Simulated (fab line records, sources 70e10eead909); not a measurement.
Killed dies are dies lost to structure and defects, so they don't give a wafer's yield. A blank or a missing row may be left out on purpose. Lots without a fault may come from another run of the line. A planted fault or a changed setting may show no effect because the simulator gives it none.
fab line records | flow nand_harc
record lots=16 wafers=41 last_day=33
route steps=1302 shown A_ZERO_WELL@404 A_SOURCE_PLATE@420 A_ONON_D1@427
lots that met no fault: from a run of the same line without faults
start_h: hours from the record's first day to the start of the lot's first wafer shown | wait_h: hours since the lot's step before | " the same as in the row above | L1.1+2: a row that stands for several wafers | - no value, or no start given | * or withheld: withheld | < > ~ a bound
route shown NAME@n: a module of which the file shows steps, and the number in the route of the first | usual: mean/standard deviation of fault-free wafers | same: alike in all rows | chamber/n: place in a boat | sites: the reading at each site | _std_site: their standard deviation | _edge_site: outer sites' mean less inner sites' | radius_mm: how far each site lies from the wafer's centre | mask NAME#n: copy n | behind: the tool/chamber that last shaped the wafer | hold: why the lot was held/for how many hours/how that ended | device: the transistor (n, p or np) that didn't switch | end of line: the same wafers' tests at the end of the route | a step without rows: its recipe alone | killed: dies lost to structure and defects at the first sort, not the wafer's yield | map: a wafer's dies, x killed, . not, _ none there
set.NAME: the setting as run; set.NAME@STEP: as run at that earlier step | model.NAME: the simulator's own value behind a step, which no gauge read
steps of the route over a sample of lots; a table a step, a row a wafer
services: from which hour (start_h, from the record's first day; less than 0 if before it) a tool's chamber was out of use, for how many hours, and why
## steps
# step NHARC_A_ZERO_WELL_ETCH_19
# recipe target_depth_a=800 overetch_a=240 time_s=87.88 ion_energy_ev=200 n2_flow_sccm=150 h2_flow_sccm=150 ar_flow_sccm=0 rf_w=400 bias_w=150 chemistry=N2/H2
# usual drypump_motor_current_A=5.6/0.52 oes_product_au=1.001/0.011 rf_fwd_power_W=396.7/1.6 rf_vpp_V=431.3/2.3 showerhead_plenum_p_Torr=2.07/0.085 throttle_valve_pct=14.172/0.01
# columns lot.wafer tool chamber start_h wait_h drypump_motor_current_A oes_product_au rf_fwd_power_W rf_hours_counter_h rf_vpp_V showerhead_plenum_p_Torr throttle_valve_pct
L736.2 rie_diel-03 3 150.29 0.1 5.3 1.016 399.8 1 434.6 2.19 14.160
L736.3 " 2 " " 5.0 0.997 398.4 1 430.7 2.03 14.183
L736.5 " 3 " " 5.3 1.020 399.4 - 434.6 2.19 14.187
L738.2 rie_diel-04 2 154.15 0.1 5.6 1.001 395.9 47 431.8 2.10 14.187
L738.4 " 3 " " 6.5 0.993 396.6 47 429.3 2.01 14.166
L738.1 " 1 " " 5.3 1.003 396.3 50 435.4 2.20 14.175
L737.1 rie_diel-03 0 155.03 0.1 6.3 0.989 395.5 1 430.4 2.01 14.161
L737.4 " 3 " " 5.3 0.992 399.5 - 434.3 2.19 14.186
L737.6 " 0 " " 6.3 0.985 395.0 - 429.4 2.01 14.178
L740.1 rie_diel-12 0 179.30 0.1 5.1 1.003 396.1 13 429.6 2.02 14.175
L740.3 " 1 " " 5.0 0.993 395.1 13 434.4 2.17 14.168
L740.5 " 3 " " 5.3 1.002 398.1 - 433.8 2.18 14.172
L739.4 rie_diel-03 0 181.59 0.1 6.3 0.983 396.3 2 429.3 2.01 14.167
L739.2 " 2 " " 5.0 0.996 395.6 1 430.3 2.03 14.178
L739.3 " 3 " " 5.3 1.004 398.6 2 434.6 2.19 14.171
L742.3 rie_diel-12 1 197.91 0.1 5.0 0.996 394.9 15 434.2 2.17 14.191
L742.1 " 2 " " 6.2 1.009 397.3 12 426.9 1.89 14.178
L742.2 " 3 " " 5.3 1.004 398.3 15 434.5 2.18 14.175
L743.5 rie_diel-03 0 213.80 0.1 6.3 0.993 393.6 - 430.6 2.01 14.168
L744.1 rie_diel-04 2 217.65 0.1 5.7 1.009 398.3 8 432.0 2.09 14.169
L745.3 rie_diel-12 1 225.13 0.1 5.0 0.999 394.9 20 435.5 2.17 14.184
L746.1 rie_diel-12 2 244.58 0.1 6.2 1.017 396.1 20 426.7 1.88 14.166
L746.4 " 3 " " 5.4 1.011 398.5 21 434.4 2.17 14.154
L748.3 rie_diel-04 3 252.20 0.1 6.4 1.004 397.8 20 428.9 2.00 14.155
L748.4 " 1 " " 5.3 1.006 397.4 22 433.7 2.19 14.175
L748.1 " 2 " " 5.6 1.016 397.3 18 431.8 2.09 14.179
L749.3 rie_diel-03 1 272.81 0.1 5.9 1.003 394.5 3 431.0 2.05 14.184
L749.1 " 2 " " 5.0 0.994 395.9 3 430.3 2.03 14.171
L749.5 " 1 " " 5.9 0.992 395.1 - 430.2 2.05 14.183
L750.4 rie_diel-12 3 289.38 0.1 5.3 0.960 397.4 2 433.8 2.17 14.160
L750.5 " 0 " " 5.1 0.981 398.3 - 431.2 2.02 14.177
L750.6 " 1 " " 5.0 0.991 393.4 - 434.1 2.17 14.187
L751.4 rie_diel-03 2 291.05 0.1 5.0 1.014 398.7 0 430.5 2.03 14.173
L751.1 " 3 " " 5.4 1.005 398.4 0 434.7 2.19 14.174
L751.5 " 2 " " 5.0 1.021 398.6 - 429.0 2.03 14.166
L752.2 rie_diel-03 2 301.04 0.1 5.0 0.996 396.9 0 428.1 2.03 14.166
L752.4 " 3 " " 5.3 0.998 398.4 0 434.9 2.19 14.168
L752.5 " 2 " " 5.0 1.016 397.1 - 429.3 2.03 14.166
L757.1 rie_diel-03 0 344.53 0.1 6.3 1.000 395.8 1 430.4 2.01 14.169
L757.2 " 2 " " 5.0 1.001 397.8 2 430.2 2.03 14.170
L757.5 " 0 " " 6.3 1.010 396.9 - 430.2 2.01 14.152
# step NHARC_A_SOURCE_PLATE_THK_MEAS_06
# recipe thk_meas_gauge=ellipsometry
# usual thk_nm=199.6/2.1
# columns lot.wafer tool chamber start_h wait_h thk_nm
L736.2 film_metro-01 - 171.25 0.4 199.2
L736.3 " - " " 199.0
L736.5 " - " " 197.6
L738.1 film_metro-01 - 175.94 0.4 198.2
L738.2 " - " " 199.5
L738.4 " - " " 199.2
L737.1 film_metro-02 - 175.94 0.4 198.2
L737.4 " - " " 199.1
L737.6 " - " " 196.4
L740.1 film_metro-01 - 200.14 0.4 198.6
L740.3 " - " " 200.3
L740.5 " - " " 201.6
L739.2 film_metro-02 - 200.14 0.4 200.8
L739.3 " - " " 198.5
L739.4 " - " " 199.9
L742.1 film_metro-02 - 219.49 0.4 197.4
L742.2 " - " " 198.1
L742.3 " - " " 197.4
L743.5 film_metro-02 - 235.34 0.4 202.2
L744.1 film_metro-01 - 239.98 0.4 196.7
L745.3 film_metro-01 - 246.84 0.4 201.7
L746.1 film_metro-01 - 266.24 0.4 201.2
L746.4 " - " " 200.5
L748.1 film_metro-02 - 273.18 0.4 199.5
L748.3 " - " " 201.1
L748.4 " - " " 201.7
L749.1 film_metro-01 - 294.09 0.4 196.4
L749.3 " - " " 195.2
L749.5 " - " " 198.2
L751.1 film_metro-01 - 310.31 0.4 202.5
L751.4 " - " " 200.6
L751.5 " - " " 200.5
L750.4 film_metro-02 - 310.31 0.4 198.2
L750.5 " - " " 197.8
L750.6 " - " " 198.5
L752.2 film_metro-01 - 322.50 0.4 203.3
L752.4 " - " " 202.4
L752.5 " - " " 200.6
L757.1 film_metro-01 - 365.51 0.4 200.2
L757.2 " - " " 199.0
L757.5 " - " " 198.9
# step NHARC_A_ONON_D1_THK_MEAS_05
# recipe thk_meas_gauge=ellipsometry
# usual thk_nm=997/10
# columns lot.wafer tool chamber start_h wait_h thk_nm
L736.2 film_metro-02 - 172.50 - 1007
L736.3 " - " " 1009
L736.5 " - " " 1006
L738.1 film_metro-01 - 177.17 - 998
L738.2 " - " " 1002
L738.4 " - " " 1000
L737.1 film_metro-02 - 177.19 - 1014
L737.4 " - " " 1013
L737.6 " - " " 1015
L739.2 film_metro-01 - 201.34 - 1012
L739.3 " - " " 1012
L739.4 " - " " 1014
L740.1 film_metro-02 - 201.36 - 1010
L740.3 " - " " 1009
L740.5 " - " " 1010
L742.1 film_metro-01 - 220.70 - 983
L742.2 " - " " 982
L742.3 " - " " 982
L743.5 film_metro-01 - 236.57 - 999
L744.1 film_metro-01 - 241.19 - 1010
L745.3 film_metro-01 - 248.08 - 991
L746.1 film_metro-01 - 267.50 - 988
L746.4 " - " " 988
L748.1 film_metro-02 - 274.41 - 979
L748.3 " - " " 979
L748.4 " - " " 981
L749.1 film_metro-01 - 295.35 - 983
L749.3 " - " " 982
L749.5 " - " " 983
L750.4 film_metro-02 - 311.51 - 994
L750.5 " - " " 994
L750.6 " - " " 994
L751.1 film_metro-01 - 311.52 - 998
L751.4 " - " " 996
L751.5 " - " " 1000
L752.2 film_metro-01 - 323.71 - 1009
L752.4 " - " " 1010
L752.5 " - " " 1010
L757.1 film_metro-02 - 366.77 - 995
L757.2 " - " " 996
L757.5 " - " " 995
# step NHARC_A_ONON_D1_DEP_25
# recipe target_thk_a=10000 n2_flow_sccm=2750 n2o_flow_sccm=2000 nh3_flow_sccm=500 sih4_flow_sccm=210 temp_c=400
# usual nh3_flow_sccm=499.9/1.4 sih4_flow_sccm=210.0/0.64
# columns lot.wafer tool chamber start_h wait_h nh3_flow_sccm sih4_flow_sccm
L736.2 pecvd_onon-02 0 183.24 0.1 500.6 209.9
L736.3 " 0 " " 500.3 210.8
L736.5 " 0 " " 500.5 210.3
L737.1 pecvd_onon-04 0 187.86 0.1 502.4 210.2
L737.4 " 0 " " 501.8 210.1
L737.6 " 0 " " 500.7 209.9
L738.1 pecvd_onon-01 0 188.15 0.1 500.9 210.9
L738.2 " 0 " " 501.6 210.3
L738.4 " 0 " " 500.6 209.7
L740.1 pecvd_onon-04 0 230.23 0.1 503.2 210.2
L740.3 " 0 " " 498.4 208.7
L740.5 " 0 " " 500.4 209.3
L739.2 pecvd_onon-01 0 230.29 0.1 500.2 210.3
L739.3 " 0 " " 501.1 210.4
L739.4 " 0 " " 501.1 209.6
L742.1 pecvd_onon-04 0 230.58 0.1 500.1 209.6
L742.2 " 0 " " 498.4 209.6
L742.3 " 0 " " 500.4 210.4
L743.5 pecvd_onon-04 0 247.45 0.3 499.7 210.5
L744.1 pecvd_onon-04 0 251.74 0.1 499.3 209.4
L745.3 pecvd_onon-04 0 262.63 0.2 501.6 211.5
L746.1 pecvd_onon-04 0 278.46 0.1 500.3 210.7
L746.4 " 0 " " 498.6 210.2
L748.1 pecvd_onon-01 0 285.11 0.1 500.2 209.3
L748.3 " 0 " " 501.0 209.5
L748.4 " 0 " " 499.9 209.8
L749.1 pecvd_onon-01 0 309.59 0.1 499.8 209.4
L749.3 " 0 " " 498.3 209.3
L749.5 " 0 " " 500.1 208.9
L751.1 pecvd_onon-02 0 322.19 0.1 499.7 210.9
L751.4 " 0 " " 500.8 210.4
L751.5 " 0 " " 499.4 209.8
L750.4 pecvd_onon-01 0 322.38 0.2 500.2 208.7
L750.5 " 0 " " 500.2 209.7
L750.6 " 0 " " 499.1 210.6
L752.2 pecvd_onon-02 0 338.67 0.1 499.2 209.1
L752.4 " 0 " " 499.9 209.8
L752.5 " 0 " " 497.6 209.5
L757.1 pecvd_onon-01 0 377.48 0.1 498.4 211.3
L757.2 " 0 " " 497.6 209.9
L757.5 " 0 " " 501.0 211.0
# step NHARC_A_ONON_D1_THK_MEAS_27
# recipe thk_meas_gauge=ellipsometry
# usual thk_nm=1002/8.7
# columns lot.wafer tool chamber start_h wait_h thk_nm
L736.2 film_metro-02 - 183.70 - 1002
L736.3 " - " " 1001
L736.5 " - " " 1002
L737.1 film_metro-02 - 188.37 - 1001
L737.4 " - " " 1000
L737.6 " - " " 1001
L738.1 film_metro-01 - 188.66 - 1005
L738.2 " - " " 1004
L738.4 " - " " 1005
L740.1 film_metro-01 - 230.74 - 984
L740.3 " - " " 985
L740.5 " - " " 985
L739.2 film_metro-02 - 230.74 - 1002
L739.3 " - " " 1001
L739.4 " - " " 1001
L742.1 film_metro-01 - 231.09 - 1004
L742.2 " - " " 1002
L742.3 " - " " 1003
L743.5 film_metro-01 - 247.73 - 924
L744.1 film_metro-01 - 252.25 - 933
L745.3 film_metro-01 - 263.03 - 933
L746.1 film_metro-02 - 278.97 - 914
L746.4 " - " " 913
L748.1 film_metro-02 - 285.62 - 996
L748.3 " - " " 996
L748.4 " - " " 996
L749.1 film_metro-01 - 310.10 - 1005
L749.3 " - " " 1005
L749.5 " - " " 1004
L751.1 film_metro-01 - 322.69 - 999
L751.4 " - " " 998
L751.5 " - " " 1000
L750.4 film_metro-02 - 322.71 - 980
L750.5 " - " " 978
L750.6 " - " " 978
L752.2 film_metro-01 - 339.13 - 1015
L752.4 " - " " 1016
L752.5 " - " " 1013
L757.1 film_metro-01 - 377.99 - 1018
L757.2 " - " " 1019
L757.5 " - " " 1018
## services
# columns tool chamber start_h hours kind
pecvd_onon-04 - 130.00 13.0 pm
rie_diel-03 0 137.82 - clean
rie_diel-03 1 137.82 - clean
rie_diel-03 2 137.82 - clean
rie_diel-03 2 153.10 2.9 repair
pecvd_onon-01 - 165.60 1.6 repair
rie_diel-04 - 177.92 9.0 pm
pecvd_onon-02 - 185.26 13.0 pm
rie_diel-03 3 222.31 17.1 repair
rie_diel-04 - 223.81 1.9 repair
rie_diel-03 3 242.30 1.9 repair
rie_diel-12 3 251.85 7.7 repair
rie_diel-12 - 268.57 9.0 pm
pecvd_onon-01 - 269.08 13.0 pm
rie_diel-04 2 272.47 45.4 repair
rie_diel-03 - 281.32 9.0 pm
pecvd_onon-04 - 311.00 13.0 pm
rie_diel-03 0 312.20 15.2 repair
rie_diel-12 3 320.48 3.3 repair
rie_diel-04 0 322.64 2.5 repair
rie_diel-04 - 355.63 9.0 pm
rie_diel-12 1 361.16 2.5 repair
pecvd_onon-02 - 366.26 13.0 pm
rie_diel-04 2 374.58 1.4 repair
## key
first_sign step=NHARC_A_ONON_D1_THK_MEAS_27 reading=thk_nm direction=down sigmas=9.1 usual=1002 struck=923
effect none on later readings
met_at NHARC_A_ONON_D1_DEP_25
struck_lots L743,L744,L745,L746
sort_left_out L743.5,L744.1,L745.3,L746.1,L746.4
tester_left_out L743,L744,L745,L746
not_acting_at NHARC_A_ZERO_WELL_ETCH_19,NHARC_A_SOURCE_PLATE_THK_MEAS_06,NHARC_A_ONON_D1_THK_MEAS_05
onset_between 230.58 247.45
fault kind=process_parameter_drift tool=pecvd_onon-04 chamber=- onset_h=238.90 steps=NHARC_A_ONON_D1_DEP_25 channel=target_thk_a offset=* shape=step acts_in=* stated=*
# tester_left_out: of these lots the tester's yield and bins aren't shown, on N5 and GAA mostly nor the transistor test; their killed dies are dies lost to structure and defects alone, not to doping, threshold or leakage, so they don't give the yield
# sort_left_out: the simulated sort isn't trusted on such a fault, so these wafers' sort isn't shown, and their yield isn't known
